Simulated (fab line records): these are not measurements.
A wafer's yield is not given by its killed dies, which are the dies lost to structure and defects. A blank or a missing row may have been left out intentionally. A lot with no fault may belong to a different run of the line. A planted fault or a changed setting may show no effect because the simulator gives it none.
Matching of chambers ; flow nand_harc ; NHARC_A_DECK1_JOINT_DEP_16 on pecvd-02 has 3 sister chambers
The step deposits SiO2, target thk 45 nm. 16 wafers are shown with their chamber, then 8 later ones without.

## WAFERS, EACH WITH ITS CHAMBER
wafer;chamber;heater_power_w (W);throttle_valve_pct (%);susceptor_temp_C (C)
L590.2;0;439;15.6;399.96
L590.3;1;458;15.6;400.08
L590.4;1;450;15.9;400.06
L589.1;1;487;15.6;399.88
L589.2;0;552;15.8;400.02
L589.6;0;538;15.9;399.78
L594.1;1;573;15.8;400.41
L594.2;2;344;15.8;399.91
L594.5;0;532;15.8;399.87
L596.1;2;320;15.6;399.90
L596.3;0;566;16.0;400.30
L596.6;2;319;16.2;400.08
L599.3;1;559;15.6;400.17
L599.5;2;345;15.9;399.81
L600.5;1;533;15.8;400.19
L608.2;1;471;15.3;399.60

SIGNATURES, as means of the wafers listed above
reading;chamber 0;chamber 1;chamber 2;scatter within a chamber
heater_power_w;525.40;504.43;332.00;44.4
throttle_valve_pct;15.820;15.657;15.875;0.199
susceptor_temp_C;399.9860;400.0557;399.9250;0.213
Rule: for each reading, subtract the chamber's mean from the wafer's reading, divide by that reading's scatter and square the result; add these up over the readings and take the root, which gives the wafer's distance from the chamber. The wafer belongs to the nearest chamber; if the next one is less than 2 further off, it can't be placed. How the scatter is found: for the shown wafers, subtract from each reading the mean of its chamber, square and add these, divide the total by (wafers less chambers), then take the root.

## WAFERS MISSING THEIR CHAMBER
wafer;heater_power_w (W);throttle_valve_pct (%);susceptor_temp_C (C)
L608.3;381;15.9;400.49
L608.5;397;15.7;400.38
L611.1;518;15.9;399.95
L611.3;451;15.4;399.75
L611.4;346;15.6;399.89
L612.2;526;15.8;399.69
L612.4;401;15.8;400.20
L612.5;530;15.5;399.93

## CHAMBER TAKEN BY EACH
wafer;from the rows above;in truth
L608.3;can't be placed: 2 or 1 or 0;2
L608.5;can't be placed: 2 or 1 or 0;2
L611.1;can't be placed: 0 or 1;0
L611.3;can't be placed: 1 or 0 or 2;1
L611.4;2;2
L612.2;can't be placed: 0 or 1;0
L612.4;can't be placed: 2 or 1 or 0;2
L612.5;can't be placed: 1 or 0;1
Placed correctly: 1 of 8. From these rows, 7 cannot be placed; in 7 the true chamber is one of the candidates. Number placed wrongly: 0.
